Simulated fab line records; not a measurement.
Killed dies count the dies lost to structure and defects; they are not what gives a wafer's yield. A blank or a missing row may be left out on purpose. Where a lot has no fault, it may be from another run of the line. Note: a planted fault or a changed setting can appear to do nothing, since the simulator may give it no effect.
Matching of chambers ; flow n5Finfet ; 4 sister chambers for N5_BEOL_M4_ETCH_64 on rieDiel-06
The step etches SOC in N2/H2, target depth 75 nm, overetch 22.5 nm, time 121.9 s. 18 wafers are shown with their chamber, then 9 later ones without.

== WAFERS PAIRED WITH THEIR CHAMBERS ==
wafer;chamber;showerheadPlenumPTorr (Torr);drypumpMotorCurrentA (A);throttleValvePct (%)
L074.2;1;2.56;5.6;17.8
L074.4;2;2.62;5.6;17.8
L074.6;1;2.56;5.6;17.8
L075.2;2;2.62;5.6;17.8
L075.4;2;2.62;5.6;17.8
L075.5;3;2.41;5.0;17.7
L079.1;1;2.56;5.6;17.8
L079.2;2;2.61;5.6;17.8
L079.3;0;2.58;5.2;17.0
L078.1;1;2.56;5.6;17.8
L078.4;1;2.56;5.5;17.8
L078.5;0;2.58;5.2;17.0
L080.1;1;2.55;5.6;17.8
L080.2;3;2.40;4.9;17.7
L080.4;2;2.61;5.6;17.4
L082.3;3;2.40;4.9;17.7
L082.5;2;2.61;5.6;17.4
L082.6;1;2.55;5.5;17.8

SIGNATURES, as means of the wafers listed above
reading;chamber 0;chamber 1;chamber 2;chamber 3;scatter within a chamber
showerheadPlenumPTorr;2.5800;2.5571;2.6150;2.4033;0.00507
drypumpMotorCurrentA;5.200;5.571;5.600;4.933;0.0387
throttleValvePct;17.000;17.800;17.667;17.700;0.123
Rule: for a wafer and a chamber, the distance is found by dividing, reading by reading, the gap between the wafer's reading and the chamber's mean by the reading's scatter, squaring, summing and taking the root. If the next closest chamber is less than 2 further off than the closest, the wafer can't be placed; otherwise it belongs to the closest. The scatter: take each reading less its chamber's mean, square it, sum over the shown wafers, divide by the number of wafers less the number of chambers, and take the root.

== WAFERS WITHOUT THEIR CHAMBER ==
wafer;showerheadPlenumPTorr (Torr);drypumpMotorCurrentA (A);throttleValvePct (%)
L084.3;2.39;4.9;17.7
L084.5;2.57;5.2;17.0
L084.6;2.40;5.0;17.7
L086.2;2.39;4.9;17.7
L086.3;2.55;5.5;17.9
L086.5;2.60;5.6;17.4
L095.2;2.60;5.6;17.5
L095.3;2.54;5.6;17.9
L095.6;2.60;5.6;17.5

== EACH ONE'S CHAMBER ==
wafer;from the rows above;in truth
L084.3;3;3
L084.5;0;0
L084.6;3;3
L086.2;3;3
L086.3;1;1
L086.5;2;2
L095.2;2;2
L095.3;1;1
L095.6;2;2
Correct placement for 9 of the 9. Not placeable from these rows: 0. Placed wrongly: 0.
